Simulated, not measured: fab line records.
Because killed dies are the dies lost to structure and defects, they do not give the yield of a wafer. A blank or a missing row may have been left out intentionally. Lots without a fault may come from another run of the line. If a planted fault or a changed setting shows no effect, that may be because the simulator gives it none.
Which of the tools did it? | flow n5-finfet | 36 wafers from 12 lots sampled at 3 of the route's 1938 steps

## WHAT EACH GAUGE READ, for each wafer
N5_BEOL_M15_THK_MEAS_50: measures by xrf.
lot  | measured     | on            | M15_THK (nm)
L997 | day 10 23:53 | film-metro-01 | 858 834 869
L998 | day 11 20:04 | film-metro-01 | 837 869 868
L100 | day 11 22:19 | film-metro-01 | 854 833 857
L102 | day 12 12:38 | film-metro-02 | 892 844 856
L103 | day 13 04:07 | film-metro-02 | 863 851 832
L105 | day 13 04:01 | film-metro-01 | 853 835 876
L108 | day 14 01:46 | film-metro-02 | 845 862 846
L109 | day 15 00:49 | film-metro-02 | 830 845 844
L110 | day 14 13:02 | film-metro-01 | 837 812 820
L112 | day 15 03:40 | film-metro-01 | 846 842 819
L114 | day 15 18:36 | film-metro-02 | 839 850 858
L120 | day 17 11:35 | film-metro-01 | 818 841 820

## WHAT TOOL EACH LOT RAN ON (gives the tool, then ch and the chambers of the sampled wafers, and finally the start)
lot  | N5_PMOS_HMC_CHANNEL_EPI_ETCH_38 | N5_BEOL_M15_DEGAS_41
L997 | rie-si-01 ch 1,2,3, day 1 17:41 | pvd-sputter-03, day 10 22:27
L998 | rie-si-01 ch 1,2, day 1 23:41   | pvd-sputter-02, day 11 18:53
L100 | rie-si-06 ch 0,1,3, day 2 12:28 | pvd-sputter-03, day 11 21:08
L102 | rie-si-06 ch 0,2,3, day 3 00:22 | pvd-sputter-02, day 12 10:55
L103 | rie-si-05 ch 2,3, day 3 05:29   | pvd-sputter-03, day 13 02:53
L105 | rie-si-06 ch 0,2,3, day 3 18:04 | pvd-sputter-01, day 13 02:49
L108 | rie-si-01 ch 0,3, day 4 12:09   | pvd-sputter-01, day 14 00:35
L109 | rie-si-01 ch 0,1,3, day 4 18:52 | pvd-sputter-02, day 14 23:38
L110 | rie-si-06 ch 0,1,2, day 5 02:36 | pvd-sputter-02, day 14 10:47
L112 | rie-si-01 ch 0,1,2, day 5 13:30 | pvd-sputter-02, day 15 02:28
L114 | rie-si-01 ch 0,1,2, day 6 02:14 | pvd-sputter-02, day 15 17:24
L120 | rie-si-06 ch 2,3, day 7 11:47   | pvd-sputter-01, day 17 09:56
- N5_PMOS_HMC_CHANNEL_EPI_ETCH_38: etches SiO2 in CF4, target depth 1.5 nm.
- N5_BEOL_M15_DEGAS_41: time 60 s.

## WHAT THE TOOLS THEMSELVES READ (means of the sampled wafers that have a number; where no wafer has one, the mark that the record gives instead)
N5_PMOS_HMC_CHANNEL_EPI_ETCH_38.
lot  | tool      | drypump-motor-current-A (A) | oes-product-au (a.u.) | throttle-valve-pct (%)
L997 | rie-si-01 | 5.8                         | 0.976                 | 21.73
L998 | rie-si-01 | 5.9                         | 0.972                 | 21.82
L100 | rie-si-06 | 5.8                         | 0.994                 | 21.94
L102 | rie-si-06 | 5.8                         | 0.978                 | 21.83
L103 | rie-si-05 | 5.8                         | 0.982                 | 21.82
L105 | rie-si-06 | 5.8                         | 0.986                 | 21.83
L108 | rie-si-01 | 5.3                         | 1.003                 | 21.67
L109 | rie-si-01 | 5.3                         | 0.991                 | 21.73
L110 | rie-si-06 | 5.9                         | 0.992                 | 21.71
L112 | rie-si-01 | 5.5                         | 0.997                 | 21.79
L114 | rie-si-01 | 5.5                         | 0.995                 | 21.80
L120 | rie-si-06 | 5.6                         | 0.980                 | 21.73

N5_BEOL_M15_DEGAS_41.
lot  | tool           | heater-power-w (W)
L997 | pvd-sputter-03 | 448
L998 | pvd-sputter-02 | 375
L100 | pvd-sputter-03 | 477
L102 | pvd-sputter-02 | 411
L103 | pvd-sputter-03 | 446
L105 | pvd-sputter-01 | 482
L108 | pvd-sputter-01 | 495
L109 | pvd-sputter-02 | 399
L110 | pvd-sputter-02 | 400
L112 | pvd-sputter-02 | 397
L114 | pvd-sputter-02 | 411
L120 | pvd-sputter-01 | 471

## THE ANSWER, worked out from the rows above alone
Rule: the lots themselves supply what counts as usual. Put in order of their means at a reading, lots are off if they are a third of the lots or fewer, leave a main group of 4 or more, and stand apart from it by a gap of 3 or more times the standard deviation of the main group's means; of several such gaps the widest counts. Not used: any main group whose means are identical at the precision the tables above print for the reading. Also off: a lot with no number at a reading for which 4 or more lots have one. The other lots that the step has rows for count as sound. First the gauges in route order, then the tools' own readings, where a lot's mean is used as printed above. The first step at which some lot is off is used, and at that step the reading that is off furthest; a lot without a number counts as furthest.
No lot is off at any reading shown: from this, nothing can be told.

## WHAT THE SIMULATOR HAD INSERTED
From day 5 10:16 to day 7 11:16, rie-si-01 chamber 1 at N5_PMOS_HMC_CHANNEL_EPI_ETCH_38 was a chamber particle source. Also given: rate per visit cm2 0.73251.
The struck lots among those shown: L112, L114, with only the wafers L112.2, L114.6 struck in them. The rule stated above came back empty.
